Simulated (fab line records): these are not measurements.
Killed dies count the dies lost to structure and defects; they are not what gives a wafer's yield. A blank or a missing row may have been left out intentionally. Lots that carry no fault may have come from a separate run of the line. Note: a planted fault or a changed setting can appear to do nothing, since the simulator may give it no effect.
Chamber matching ; flow nand harc ; 4 sister chambers for NHARC_A_ZERO_WELL_ETCH_13 on rie si-02
The step etches the open film in HBr/Cl2, target depth 120 nm, time 40.1 s. 4 wafers are shown with their chamber, then 7 later ones without.

WAFERS PAIRED WITH THEIR CHAMBERS
wafer;chamber;drypump motor current A (A)
L669.2;3;5.7
L669.3;0;6.0
L669.4;1;5.9
L670.3;2;4.9

WAFERS WITH NO CHAMBER GIVEN
wafer;drypump motor current A (A)
L670.4;5.9
L670.6;5.8
L673.2;6.0
L673.4;4.9
L673.6;4.9
L676.4;5.9
L676.6;4.9

CHAMBER TAKEN BY EACH
wafer;from the rows above;in truth
L670.4;1;1
L670.6;can't be placed: 3 or 1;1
L673.2;0;0
L673.4;2;2
L673.6;2;2
L676.4;1;1
L676.6;2;2
Correctly placed: 6 of 7. Cannot be placed on the basis of these rows: 1; the candidates contain the true chamber in 1. Number placed wrongly: 0.
How it was worked out, from the rows above alone: a wafer's distance from a chamber is the root of the sum, over the readings, of the square of ((its reading less the chamber's mean) divided by the reading's scatter). If the next closest chamber is less than 2 further off than the closest, the wafer can't be placed; otherwise it belongs to the closest. The mean given for a chamber averages the wafers shown for that chamber. The scatter: with one shown wafer a chamber, the root of the mean of the squares of how far each hidden wafer lies from its nearest shown one.
